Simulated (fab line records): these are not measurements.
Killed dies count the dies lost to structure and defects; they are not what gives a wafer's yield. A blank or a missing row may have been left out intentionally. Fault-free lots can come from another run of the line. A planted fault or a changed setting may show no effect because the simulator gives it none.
Lot-split experiment | flow n5Finfet | route with 1938 steps; 7 lots, 39 wafers read

== ON THE SPLIT ==
At N5_MOL_CONTACT_COAG_ETCH_105 (etches SiARC in CF4, target depth 15.6 nm, time 26 s), the setting biasW was moved away from the recipe's 36 W on 12 of the 39 wafers read, by -15.4% to +11.6%. For the rest of the wafers, this setting stayed at what the recipe calls for.

Reading taken at the split's own step.

== THE READING ==
rfVppV, in V, at N5_MOL_CONTACT_COAG_ETCH_105 (etches SiARC in CF4, target depth 15.6 nm, time 26 s). Fault-free wafers of this fab line usually give 183.9 V, standard deviation 1.2 V.

wafer  | tool, chamber at the split | biasW as run, W | against the recipe | rfVppV, V | against lot-mates on the recipe
L076.1 | rieDiel-01, 1              | 39.51           | +9.7%              | 194.8     | +11.4
L076.2 | rieDiel-01, 0              | 36              | recipe             | 182.8     | -
L076.3 | rieDiel-01, 2              | 36              | recipe             | 184.1     | -
L076.4 | rieDiel-01, 1              | 39.51           | +9.7%              | 194.7     | +11.3
L076.5 | rieDiel-01, 2              | 39.51           | +9.7%              | 195.2     | +11.8
L076.6 | rieDiel-01, 0              | 36              | recipe             | 183.4     | -
L078.1 | rieDiel-04, 1              | 36              | recipe             | 184.9     | -
L078.2 | rieDiel-04, 0              | 36              | recipe             | 183.2     | -
L078.3 | rieDiel-04, 3              | 36              | recipe             | 185.6     | -
L078.4 | rieDiel-04, 0              | 36              | recipe             | 182.8     | -
L078.5 | rieDiel-04, 1              | 36              | recipe             | 183.7     | -
L078.6 | rieDiel-04, 3              | 36              | recipe             | 182.9     | -
L079.1 | rieDiel-02, 1              | 36              | recipe             | 182.9     | -
L079.2 | rieDiel-02, 0              | 36              | recipe             | 181.8     | -
L079.3 | rieDiel-02, 2              | 40.16           | +11.6%             | 199.3     | +16.4
L079.4 | rieDiel-02, 3              | 36              | recipe             | 183.9     | -
L079.5 | rieDiel-02, 1              | 40.16           | +11.6%             | 197.9     | +15.0
L079.6 | rieDiel-02, 2              | 40.16           | +11.6%             | 199.4     | +16.5
L084.2 | rieDiel-01, 1              | 36              | recipe             | 181.4     | -
L084.3 | rieDiel-01, 0              | 36              | recipe             | 183.5     | -
L084.4 | rieDiel-01, 3              | 36              | recipe             | 182.5     | -
L087.1 | rieDiel-04, 2              | 36              | recipe             | 185.5     | -
L087.2 | rieDiel-04, 0              | 36              | recipe             | 183.6     | -
L087.3 | rieDiel-04, 1              | 36              | recipe             | 182.6     | -
L087.4 | rieDiel-04, 3              | 36              | recipe             | 184.3     | -
L087.5 | rieDiel-04, 3              | 36              | recipe             | 186.1     | -
L087.6 | rieDiel-04, 0              | 36              | recipe             | 182.9     | -
L091.1 | rieDiel-04, 2              | 30.45           | -15.4%             | 165.7     | -18.3
L091.2 | rieDiel-04, 0              | 30.45           | -15.4%             | 164.4     | -19.6
L091.3 | rieDiel-04, 3              | 36              | recipe             | 183.5     | -
L091.4 | rieDiel-04, 1              | 30.45           | -15.4%             | 165.4     | -18.6
L091.5 | rieDiel-04, 2              | 36              | recipe             | 185.0     | -
L091.6 | rieDiel-04, 3              | 36              | recipe             | 183.5     | -
L094.1 | rieDiel-02, 0              | 33.15           | -7.9%              | 175.1     | -9.6
L094.2 | rieDiel-02, 1              | 36              | recipe             | 183.7     | -
L094.3 | rieDiel-02, 3              | 36              | recipe             | 185.1     | -
L094.4 | rieDiel-02, 2              | 33.15           | -7.9%              | 175.1     | -9.6
L094.5 | rieDiel-02, 1              | 36              | recipe             | 185.2     | -
L094.6 | rieDiel-02, 2              | 33.15           | -7.9%              | 176.1     | -8.6

THE FIT
A straight line over all 39 wafers: rfVppV changes by +1.2 V for each +1% of biasW; r = +0.99; the points scatter about the line by 1.1 V.
The same after taking each lot's own level away (the mean of its wafers on the recipe; 39 wafers): +1.25 V for each +1%; r = +0.99; scatter 1 V.
The reading moves by 19 V for the largest change in biasW, on that fit.
The lots' own levels span 182.47 to 184.67 V, that is 1.8 times the standard deviation above.
Hence the lot-to-lot level has little effect on the slope; both slopes agree.
Check: -19.3 V against its lot-mates is what the line predicts for one of the wafers moved furthest among these (-15.4%) when that wafer is left out of the fit. Against them it came out at -18.3 V.
Tool readings at the split's step, against how far the setting was moved: rfVppV r = +0.99.

== OTHER SPLITS APPLIED TO THESE WAFERS ==
Before the reading, these wafers also passed through other splits. Each is held against what the fit with the lots' levels taken away leaves over:
other split on the same wafers     | wafers away from the commonest value | r with rfVppV (lot level and that fit taken away)
N5_DUMMY_GATE_HM_DEP_06 targetThkA | 12                                   | +0.14
N5_DUMMY_GATE_EXPOSE_12 doseMj     | 12                                   | -0.02
N5_SD_ACTIVATION_LSA_01 tempC      | 15                                   | -0.10
N5_HKMG_FIN_ETCH_32 targetDepthA   | 15                                   | -0.08

== THE FILE'S OWN FIT ==
rfVppV changes by +1.25 V for each +1% of biasW, r = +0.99.
